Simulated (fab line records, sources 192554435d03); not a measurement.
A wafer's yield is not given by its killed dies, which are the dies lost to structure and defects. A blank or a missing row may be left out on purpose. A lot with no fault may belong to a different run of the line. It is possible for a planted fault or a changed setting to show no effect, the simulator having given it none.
fab line records	flow n5Finfet
record: lots: 6	wafers: 18	lastDay: 17
route steps=1938 shown BEOL_M10@1515 PASSIVATION@1936
lots with no fault: from the same line, run without faults
startH: hours from the record's opening day to when the first of the lot's shown wafers began	waitH: hours from the lot's prior step to this one	" as in the row above	L1.1+2: one row covering several wafers at once	- no value, or no start given	* or withheld: withheld	< > ~ a bound
route shown NAME@n: a module of which the file shows steps, and the number in the route of the first	usual: mean and standard deviation over wafers with no fault	same: alike in all rows	chamber/n: place in a boat	sites: per-site readings	_std_site: standard deviation of those values	_edge_site: the outer-site mean with the inner-site mean subtracted	radiusMm: how far each site lies from the wafer's centre	mask NAME#n: copy n	behind: the tool/chamber that last shaped the wafer	hold: why the lot was held/for how many hours/how that ended	device: which transistor (n, p or np) failed to switch	end of line: tests run on the same wafers once the route is complete	for a step that has no rows: nothing shown but its recipe	killed: at the first sort, the dies lost to defects and structure; wafer yield is something else	map: dies across one wafer; x = killed, . = not, _ = none there
set.NAME: the run value of the setting; set.NAME@STEP: its run value at that earlier step	model.NAME: the simulator's own value behind a step, which no gauge read
a table for each step, a row for each wafer; lots at some steps of the route
services: from which hour (startH, from the record's first day; less than 0 if before it) a tool's chamber was out of use, for how many hours, and why
== steps ==
step: N5_BEOL_M10_OCD_MEAS_38
usual: trenchDepthNm: 148/3.2
lot.wafer	tool	chamber	startH	waitH	trenchDepthNm
L443.2	ocd-02	-	265.67	-	150
L443.3	"	-	"	"	152
L443.5	"	-	"	"	149
L446.1	ocd-02	-	281.20	-	143
L446.3	"	-	"	"	147
L446.6	"	-	"	"	146
L447.2	ocd-01	-	283.49	-	149
L447.3	"	-	"	"	149
L447.5	"	-	"	"	152
L454.2	ocd-02	-	321.58	-	147
L454.4	"	-	"	"	148
L454.5	"	-	"	"	150
L458.1	ocd-01	-	357.83	-	150
L458.2	"	-	"	"	145
L458.5	"	-	"	"	144
L459.1	ocd-02	-	366.83	-	147
L459.3	"	-	"	"	150
L459.4	"	-	"	"	149
step: N5_BEOL_M10_HM_STRIP_39
recipe: chemistry: peroxideTinStrip	material: TiN	targetDepthA: 250	tempC: 50	timeS: 158
step: N5_BEOL_M10_SRD_40
recipe: timeS: 30	tempC: 23	rinseLiquid: diw	dry: ipaMarangoni
step: N5_BEOL_M10_PRECLEAN_42
recipe: chemistry: residueRemover	timeS: 60	tempC: 40
step: N5_BEOL_M10_SRD_43
recipe: timeS: 30	tempC: 23	rinseLiquid: diw	dry: ipaMarangoni
step: N5_BEOL_M10_CD_MEAS_35
recipe: targetCdNm: 70	polarity: opening
usual: cdNm: 70.1/0.88
lot.wafer	tool	chamber	startH	waitH	cdNm
L443.2	cdSem-03	-	265.82	0.0	69.8
L443.3	"	-	"	"	70.1
L443.5	"	-	"	"	69.5
L446.1	cdSem-01	-	281.35	0.0	69.3
L446.3	"	-	"	"	70.2
L446.6	"	-	"	"	70.8
L447.2	cdSem-02	-	283.64	0.0	69.1
L447.3	"	-	"	"	68.8
L447.5	"	-	"	"	69.2
L454.2	cdSem-02	-	321.73	0.0	70.1
L454.4	"	-	"	"	69.4
L454.5	"	-	"	"	71.3
L458.1	cdSem-02	-	357.98	0.0	68.6
L458.2	"	-	"	"	70.0
L458.5	"	-	"	"	70.0
L459.1	cdSem-03	-	366.99	0.0	69.7
L459.3	"	-	"	"	70.0
L459.4	"	-	"	"	69.7
step: N5_BEOL_M10_CURE_72
recipe: tempC: 370	timeS: 120	ambient: DMADMS/He	material: SiCOH_lowk
usual: lampPowerPct: 52.31/0.052	wafer_temp_C_max: 371.8/0.63
lot.wafer	tool	chamber	startH	waitH	lampPowerPct	wafer_temp_C_max
L443.2	uvCure-01	1	265.91	0.1	52.36	371.6
L443.3	"	1	"	"	52.26	371.8
L443.5	"	1	"	"	52.17	371.4
L446.1	uvCure-02	2	281.39	0.0	52.24	371.1
L446.3	"	2	"	"	52.22	371.4
L446.6	"	2	"	"	52.28	371.6
L447.2	uvCure-03	0	283.73	0.1	52.25	371.0
L447.3	"	0	"	"	52.31	370.7
L447.5	"	0	"	"	52.38	370.9
L454.2	uvCure-03	1	321.82	0.1	52.27	371.5
L454.4	"	1	"	"	52.42	371.0
L454.5	"	1	"	"	52.32	371.4
L458.1	uvCure-02	2	358.03	0.0	52.27	371.5
L458.2	"	2	"	"	52.34	371.4
L458.5	"	2	"	"	52.29	371.3
L459.1	uvCure-01	0	367.04	0.0	52.28	371.0
L459.3	"	0	"	"	52.38	371.1
L459.4	"	0	"	"	52.22	371.4
step: N5_BEOL_M10_DEGAS_44
recipe: ambient: vacuum	tempC: 250	timeS: 60
usual: heaterPowerW: 337/23	susceptorTempC: 249.98/0.17
lot.wafer	tool	chamber	startH	waitH	heaterPowerW	susceptorTempC
L443.2	pvdSputter-03	-	266.34	0.4	367	249.89
L443.3	"	-	"	"	351	249.88
L443.5	"	-	"	"	336	249.88
L446.1	pvdSputter-02	-	281.77	0.3	370	250.02
L446.3	"	-	"	"	340	250.23
L446.6	"	-	"	"	365	249.92
L447.2	pvdSputter-02	-	285.23	1.4	336	249.85
L447.3	"	-	"	"	313	249.87
L447.5	"	-	"	"	369	250.22
L454.2	pvdSputter-03	-	322.65	0.8	353	250.14
L454.4	"	-	"	"	345	250.08
L454.5	"	-	"	"	353	249.94
L458.1	pvdSputter-01	-	359.92	1.8	348	250.08
L458.2	"	-	"	"	378	249.87
L458.5	"	-	"	"	344	250.28
L459.1	pvdSputter-03	-	369.18	2.1	337	249.97
L459.3	"	-	"	"	353	249.95
L459.4	"	-	"	"	293	249.98
step: N5_BEOL_M10_PRE_CLEAN_45
recipe: gas: H2/He	timeS: 30	tempC: 250
usual: heaterPowerW: 337/24	susceptorTempC: 249.98/0.17
lot.wafer	tool	chamber	startH	waitH	heaterPowerW	susceptorTempC
L443.2	pvdSputter-03	-	266.38	0.0	349	250.05
L443.3	"	-	"	"	337	250.12
L443.5	"	-	"	"	339	250.06
L446.1	pvdSputter-02	-	281.81	0.0	368	249.96
L446.3	"	-	"	"	342	249.97
L446.6	"	-	"	"	362	250.36
L447.2	pvdSputter-02	-	285.27	0.0	348	249.87
L447.3	"	-	"	"	305	249.98
L447.5	"	-	"	"	381	250.19
L454.2	pvdSputter-03	-	322.69	0.0	356	250.07
L454.4	"	-	"	"	330	250.04
L454.5	"	-	"	"	352	249.98
L458.1	pvdSputter-01	-	359.96	0.0	358	249.89
L458.2	"	-	"	"	369	250.07
L458.5	"	-	"	"	360	249.91
L459.1	pvdSputter-03	-	369.22	0.0	335	249.95
L459.3	"	-	"	"	355	250.17
L459.4	"	-	"	"	292	250.03
step: N5_BEOL_M10_ALD_74
recipe: material: TaN	targetThkA: 20	tempC: 275	aldPrecursorFamily: PDMAT	aldCoReactant: NH3	pressureTorr: 3	carrierFlowSccm: 1500	pulseTimeS: 2	purgeTimeS: 3	coReactantPurgeTimeS: 2	coReactantPulseTimeS: 3	aldCycles: 40	precursorVesselTempC: 75	precursorVesselPressureTorr: 26.25	precursorVesselCarrierSccm: 1000
usual: heaterPowerW: 435/42	susceptorTempC: 275.02/0.19
lot.wafer	tool	chamber	startH	waitH	heaterPowerW	susceptorTempC
L443.2	aldMetal-01	1	266.44	0.0	433	275.04
L443.3	"	3	"	"	430	274.77
L443.5	"	1	"	"	433	275.34
L446.1	aldMetal-02	2	281.89	0.1	437	275.21
L446.3	"	0	"	"	473	274.79
L446.6	"	1	"	"	475	275.13
L447.2	aldMetal-01	2	285.40	0.1	490	274.96
L447.3	"	3	"	"	440	274.88
L447.5	"	0	"	"	379	275.13
L454.2	aldMetal-02	2	322.77	0.1	445	275.10
L454.4	"	1	"	"	483	275.03
L454.5	"	0	"	"	484	275.04
L458.1	aldMetal-02	2	360.02	0.0	438	274.89
L458.2	"	1	"	"	483	274.82
L458.5	"	1	"	"	479	274.92
L459.1	aldMetal-01	1	369.43	0.2	429	274.93
L459.3	"	3	"	"	430	275.02
L459.4	"	3	"	"	427	275.05
step: N5_BEOL_M10_SURFACE_TREAT_76
recipe: gas: Ar	timeS: *	ionEnergyEv: *	ionCurrentMaCm2: 0.5	pressureMtorr: *	arFlowSccm: 30
usual: arFlowSccm: 30.01/0.091	throttleValvePct: *
lot.wafer	tool	chamber	startH	waitH	arFlowSccm	throttleValvePct
L443.2	pvdSputter-01	-	266.93	0.4	30.10	*
L443.3	"	-	"	"	29.94	*
L443.5	"	-	"	"	29.99	*
L446.1	pvdSputter-02	-	282.19	0.2	29.98	*
L446.3	"	-	"	"	29.86	*
L446.6	"	-	"	"	29.91	*
L447.2	pvdSputter-02	-	285.71	0.2	30.15	*
L447.3	"	-	"	"	29.99	*
L447.5	"	-	"	"	29.94	*
L454.2	pvdSputter-03	-	323.07	0.2	30.15	*
L454.4	"	-	"	"	30.00	*
L454.5	"	-	"	"	30.08	*
L458.1	pvdSputter-03	-	360.31	0.2	30.06	*
L458.2	"	-	"	"	30.14	*
L458.5	"	-	"	"	30.11	*
L459.1	pvdSputter-03	-	370.02	0.5	29.98	*
L459.3	"	-	"	"	30.06	*
L459.4	"	-	"	"	30.07	*
step: N5_BEOL_M10_CVD_75
recipe: material: Co	targetThkA: 20	tempC: withheld	precursor: CCTBA/H2	pressureTorr: 30	timeS: 138.9
step: N5_BEOL_M10_SPUTTER_48
recipe: material: Cu	targetThkA: 120	tempC: -20	biasV: 60	powerW: 26000	chamberPressurePa: 0.13	timeS: 2
usual: biasV: 60.0/0.67	cathodeDcPowerW: 26000/4.8	susceptorTempC: -20.00/0.11	throttleValvePct: 29.8/0.86
lot.wafer	tool	chamber	startH	waitH	biasV	cathodeDcPowerW	susceptorTempC	throttleValvePct
L443.2	pvdSputter-01	-	267.37	0.1	59.7	26001	-19.82	28.4
L443.3	"	-	"	"	59.4	25994	-19.98	29.0
L443.5	"	-	"	"	59.9	26003	-20.00	30.5
L446.1	pvdSputter-01	-	282.49	0.1	61.2	25999	-19.90	28.3
L446.3	"	-	"	"	59.1	25998	-20.02	30.5
L446.6	"	-	"	"	61.1	25997	-20.01	28.6
L447.2	pvdSputter-02	-	285.93	0.1	59.3	25999	-19.99	29.8
L447.3	"	-	"	"	60.0	26010	-19.96	30.5
L447.5	"	-	"	"	59.6	26001	-19.83	30.5
L454.2	pvdSputter-03	-	323.33	0.1	59.7	25997	-20.17	28.3
L454.4	"	-	"	"	61.1	25995	-20.16	30.8
L454.5	"	-	"	"	60.2	26004	-19.90	30.4
L458.1	pvdSputter-03	-	360.51	0.1	60.6	27883	-20.07	28.5
L458.2	"	-	"	"	61.0	27885	-20.11	31.2
L458.5	"	-	"	"	61.0	27875	-19.92	30.4
L459.1	pvdSputter-03	-	370.28	0.2	60.9	27877	-20.07	30.8
L459.3	"	-	"	"	58.9	27880	-20.06	30.5
L459.4	"	-	"	"	59.9	27876	-20.02	29.4
step: N5_BEOL_M10_ECD_50
recipe: material: Cu	targetThkA: 3180
step: N5_PASSIVATION_PROBE_49
usual: defectLimitedYield: 91.7/1.4	killed_at_M0_to_M3: 31/11	killed_at_M4_up: 13/4.6	killedAtContacts: 13/6.7	killedAtFrontEnd: 39/9.6	killedAtOther: 3.5/2.8	killedDies: 98/16	killedOpen: 64/11	killedShort: 33/8.5	sort_bin_4_leakage: 0.00/0.032	sort_bin_5_function: 4.9/0.96	sort_bin_6_memory: 3.1/0.59	sort_bin_8_speed: 0.2/1.3	sortNPass: 1080/23	sortYieldPct: 91.5/1.9
same: grossDies: 1180	killedAtBackSide: 0
lot.wafer	tool	chamber	startH	waitH	defectLimitedYield[%]	killed_at_M0_to_M3	killed_at_M4_up	killedAtContacts	killedAtFrontEnd	killedAtOther	killedDies	killedOpen	killedShort	sort_bin_4_leakage[%]	sort_bin_5_function[%]	sort_bin_6_memory[%]	sort_bin_8_speed[%]	sortNPass	sortYieldPct[%]
L446.1	prober-01	-	337.31	0.0	92.1	17	13	6	47	10	93	69	22	0	4.9	2.8	0	1087	92.1
L446.3	prober-01	-	337.41	0.1	93.4	18	17	4	35	4	78	46	30	0	3.4	3.1	4.7	1046	88.6
L446.6	prober-01	-	337.56	0.3	90.8	26	16	8	50	8	108	61	43	0	5.8	3.1	0	1072	90.8
L447.2	prober-02	-	339.34	0.1	92.3	37	13	10	30	1	91	67	23	0	4.2	3.4	0	1089	92.3
L447.3	prober-02	-	339.39	0.1	92.5	34	13	3	33	5	88	58	30	0	4.8	2.3	0	1092	92.5
L447.5	prober-02	-	339.49	0.2	89.7	44	16	12	45	4	121	72	48	0	6.6	3.3	0	1059	89.7
L454.2	prober-02	-	377.55	0.1	93.8	23	7	9	28	6	73	41	31	0.17	3.0	2.9	0	1105	93.6
L454.4	prober-02	-	377.65	0.2	88.8	45	14	12	53	8	132	77	54	0	6.8	3.8	0	1048	88.8
L454.5	prober-02	-	377.70	0.2	91.9	45	6	2	37	5	95	65	30	0	4.7	3.0	0	1085	91.9
L459.1	prober-01	-	414.07	0.0	90.6	45	7	11	44	4	111	66	44	0	5.4	3.7	0	1069	90.6
L459.3	prober-01	-	414.17	0.1	89.4	54	18	18	32	3	125	80	44	0	6.3	3.9	0	1055	89.4
L459.4	prober-01	-	414.22	0.2	90.3	48	5	7	54	0	114	71	42	0	5.1	4.2	0	1066	90.3
killed by level:class
L446.1 STI_FIN_REVEAL:geometricParticle:open=15 BEOL_M4:geometricParticle:open=9 FIN_SAQP:geometricParticle:open=7 MIM_TOP:geometricParticle:open=6 MOL_CONTACT_COAG:geometricParticle:open=5 STARTING-WAFER:geometricParticle:open=5 FIN_SAQP:geometricParticle:short=4 BEOL_M0_SAQP:geometricParticle:open=4
L446.3 GATE_CUT:geometricParticle:short=11 BEOL_M4:geometricParticle:open=9 STI_FIN_REVEAL:geometricParticle:open=6 GATE_CUT:geometricParticle:open=4 BEOL_M0_SAQP:geometricParticle:short=4 BEOL_M3:geometricParticle:open=4 STARTING-WAFER:geometricParticle:open=4 FIN_SAQP:geometricParticle:short=3
L446.6 GATE_CUT:geometricParticle:short=13 BEOL_M2:geometricParticle:open=7 BEOL_M3:geometricParticle:open=7 GATE_CUT:geometricParticle:open=6 BEOL_M4:geometricParticle:open=6 FIN_SAQP:geometricParticle:short=5 STI_FIN_REVEAL:geometricParticle:open=5 MOL_CONTACT_COAG:geometricParticle:open=5
L447.2 BEOL_M0_SAQP:geometricParticle:open=12 FIN_SAQP:geometricParticle:short=9 FIN_SAQP:geometricParticle:open=8 MOL_CONTACT_COAG:geometricParticle:open=8 BEOL_M4:geometricParticle:open=8 BEOL_M1:geometricParticle:open=6 BEOL_M2:geometricParticle:open=6 BEOL_M3:geometricParticle:open=6
L447.3 FIN_SAQP:geometricParticle:short=11 BEOL_M3:geometricParticle:open=11 BEOL_M0_SAQP:geometricParticle:open=10 FIN_SAQP:geometricParticle:open=6 STI_FIN_REVEAL:geometricParticle:open=5 BEOL_M4:geometricParticle:short=4 BEOL_M2:geometricParticle:open=4 BEOL_M1:geometricParticle:open=4
L447.5 FIN_SAQP:geometricParticle:short=17 BEOL_M0_SAQP:geometricParticle:short=12 FIN_SAQP:geometricParticle:open=11 BEOL_M2:geometricParticle:open=11 MOL_CONTACT_COAG:geometricParticle:open=10 BEOL_M0_SAQP:geometricParticle:open=9 BEOL_M4:geometricParticle:open=7 STI_FIN_REVEAL:geometricParticle:open=3
L454.2 BEOL_M3:geometricParticle:open=6 STI_FIN_REVEAL:geometricParticle:open=6 MOL_CONTACT_COAG:geometricParticle:open=6 BEOL_M1:geometricParticle:open=6 GATE_CUT:geometricParticle:short=5 STI_FIN_REVEAL:geometricParticle:short=4 BEOL_M0_SAQP:geometricParticle:short=4 BEOL_M3:geometricParticle:short=4
L454.4 STI_FIN_REVEAL:geometricParticle:open=18 MOL_CONTACT_COAG:geometricParticle:open=10 GATE_CUT:geometricParticle:short=8 BEOL_M0_SAQP:geometricParticle:short=8 BEOL_M3:geometricParticle:open=8 BEOL_M1:geometricParticle:open=7 BEOL_M1:geometricParticle:short=7 GATE_CUT:geometricParticle:open=6
L454.5 BEOL_M0_SAQP:geometricParticle:open=14 BEOL_M0_SAQP:geometricParticle:short=10 STI_FIN_REVEAL:geometricParticle:open=9 BEOL_M2:geometricParticle:open=7 FIN_SAQP:geometricParticle:open=5 DUMMY_GATE:geometricParticle:open=5 BEOL_M1:geometricParticle:open=5 GATE_CUT:geometricParticle:open=4
L459.1 BEOL_M3:geometricParticle:open=16 FIN_SAQP:geometricParticle:short=15 FIN_SAQP:geometricParticle:open=10 BEOL_M0_SAQP:geometricParticle:short=10 BEOL_M0_SAQP:geometricParticle:open=8 MOL_CONTACT_COAG:geometricParticle:short=6 MOL_CONTACT_COAG:geometricParticle:open=5 STI_FIN_REVEAL:geometricParticle:open=4
L459.3 BEOL_M1:geometricParticle:open=22 MOL_CONTACT_COAG:geometricParticle:open=16 BEOL_M0_SAQP:geometricParticle:short=16 FIN_SAQP:geometricParticle:open=8 FIN_SAQP:geometricParticle:short=8 STI_FIN_REVEAL:geometricParticle:open=4 BEOL_M0_SAQP:geometricParticle:open=4 BEOL_M1:geometricParticle:short=4
L459.4 FIN_SAQP:geometricParticle:open=16 BEOL_M0_SAQP:geometricParticle:short=15 BEOL_M0_SAQP:geometricParticle:open=14 STI_FIN_REVEAL:geometricParticle:open=9 BEOL_M1:geometricParticle:open=8 FIN_SAQP:geometricParticle:short=7 BEOL_M3:geometricParticle:open=5 DUMMY_GATE:geometricParticle:open=4
== services ==
tool	chamber	startH	hours	kind
uvCure-01	-	271.91	2.1	pm
aldMetal-02	3	288.94	4.6	repair
aldMetal-01	3	296.75	5.8	repair
aldMetal-01	-	297.32	14.6	pm
aldMetal-01	-	312.85	8.7	pm
aldMetal-01	-	324.97	6.0	pm
aldMetal-02	1	326.00	5.1	repair
aldMetal-01	0	334.53	45.8	repair
uvCure-02	-	340.00	7.5	pm
pvdSputter-01	-	363.48	2.4	repair
== key ==
firstSign: step: N5_BEOL_M10_SPUTTER_48	reading: cathodeDcPowerW	direction: up	sigmas: 99+	usual: *	struck: *
effect none on later readings
metAt N5_BEOL_M10_SPUTTER_48
struckWafers L458.1,L458.2,L458.5,L459.1,L459.3,L459.4
onsetBetween 323.33 360.51
fault: kind: processParameterDrift	tool: pvdSputter-03	chamber: -	onsetH: 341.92	steps: N5_BEOL_M10_SPUTTER_48	channel: powerW	offset: *	shape: step	endH: 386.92	actsIn: *	stated: *
